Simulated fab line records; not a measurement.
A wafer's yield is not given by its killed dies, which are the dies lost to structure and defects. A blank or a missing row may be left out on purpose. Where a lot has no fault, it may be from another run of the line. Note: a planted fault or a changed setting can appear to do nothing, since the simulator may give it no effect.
Chamber matching    flow nandHarc    pecvd-04 running NHARC_A_CONTACT_DEP_58: 3 sister chambers
The step deposits SiON, target thk 90 nm. 3 wafers are shown with their chamber, then 9 later ones without.

== WAFERS, EACH WITH ITS CHAMBER ==
wafer   chamber  heaterPowerW (W)
L085.1  1        1039
L087.5  0        635
L087.6  2        637

== WAFERS MISSING THEIR CHAMBER ==
wafer   heaterPowerW (W)
L089.2  569
L089.3  596
L089.5  602
L092.1  644
L092.2  876
L092.3  583
L093.1  668
L093.4  882
L093.6  673

== EACH ONE'S CHAMBER ==
wafer   from the rows above           in truth
L089.2  can't be placed: 0 or 2       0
L089.3  can't be placed: 0 or 2       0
L089.5  can't be placed: 0 or 2       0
L092.1  can't be placed: 2 or 0       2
L092.2  can't be placed: 1 or 2 or 0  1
L092.3  can't be placed: 0 or 2       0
L093.1  can't be placed: 2 or 0       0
L093.4  can't be placed: 1 or 2 or 0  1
L093.6  can't be placed: 2 or 0       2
Placed correctly: 0 of 9. Cannot be placed on the basis of these rows: 9; the candidates contain the true chamber in 9. Wrongly placed: 0.
How it was worked out, from the rows above alone: a wafer's distance from a chamber is the root of the sum, over the readings, of the square of ((its reading less the chamber's mean) divided by the reading's scatter). The wafer belongs to the nearest chamber; if the next one is less than 2 further off, it can't be placed. Each chamber's mean is taken over the wafers shown for it. The scatter: with one shown wafer a chamber, the root of the mean of the squares of how far each hidden wafer lies from its nearest shown one.
